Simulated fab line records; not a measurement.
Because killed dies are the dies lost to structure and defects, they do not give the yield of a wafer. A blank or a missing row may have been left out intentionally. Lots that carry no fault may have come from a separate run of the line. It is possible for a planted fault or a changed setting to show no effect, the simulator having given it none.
Which tool did it? :: flow nandHarc :: route of 1159 steps, sampled at 1 step: 12 lots, 36 wafers

WHAT THE GAUGES READ, wafer by wafer
NHARC_A_ONON_D1_THK_MEAS_11: measures by ellipsometry.
lot: L369
measured: day 8 04:03
on: filmMetro-01
thkNm (nm): 981 983 982

lot: L371
measured: day 8 13:55
on: filmMetro-01
thkNm (nm): 986 989 989

lot: L380
measured: day 10 23:31
on: filmMetro-01
thkNm (nm): 1006 1005 1009

lot: L382
measured: day 10 23:52
on: filmMetro-01
thkNm (nm): 995 997 998

lot: L383
measured: day 11 15:44
on: filmMetro-01
thkNm (nm): 985 985 987

lot: L385
measured: day 11 22:53
on: filmMetro-02
thkNm (nm): 1011 1012 1009

lot: L386
measured: day 11 22:54
on: filmMetro-01
thkNm (nm): 988 988 987

lot: L384
measured: day 11 23:02
on: filmMetro-01
thkNm (nm): 996 996 996

lot: L389
measured: day 12 21:31
on: filmMetro-01
thkNm (nm): 992 991 992

lot: L388
measured: day 12 21:31
on: filmMetro-02
thkNm (nm): 1017 1016 1018

lot: L391
measured: day 13 04:56
on: filmMetro-01
thkNm (nm): 1025 1025 1026

lot: L390
measured: day 13 04:57
on: filmMetro-01
thkNm (nm): 971 973 974

WHAT TOOL EACH LOT RAN ON (gives the tool, then ch and the chambers of the sampled wafers, and finally the start)
The record shows no process step preceding these readings.

AS READ BY THE TOOLS THEMSELVES (means over the sampled wafers that have a number; for cases with no such wafer, the mark the record gives instead)
The record holds no such reading with a usual standard deviation.

THE ANSWER, worked out from the rows above alone
Rule: the usual values come from the lots themselves. The widest of any qualifying gaps counts: lots, ordered by their means at a reading, are off when they make up no more than a third of the lots, leave a main group of 4 or more, and stand apart from it by 3 or more times the standard deviation of that group's means. A main group whose means are all the same, to the digits that the tables above print for the reading, isn't used. Also off: a lot with no number at a reading for which 4 or more lots have one. Where the step has rows for the other lots, those lots are counted as sound. First the gauges in route order, then the tools' own readings, where a lot's mean is used as printed above. At the first step where some lot is off, the reading lying furthest off is the one used; lots without a number count as furthest.
No lot is off at any reading shown: from this, nothing can be told.

WHAT HAD BEEN PUT IN BY THE SIMULATOR
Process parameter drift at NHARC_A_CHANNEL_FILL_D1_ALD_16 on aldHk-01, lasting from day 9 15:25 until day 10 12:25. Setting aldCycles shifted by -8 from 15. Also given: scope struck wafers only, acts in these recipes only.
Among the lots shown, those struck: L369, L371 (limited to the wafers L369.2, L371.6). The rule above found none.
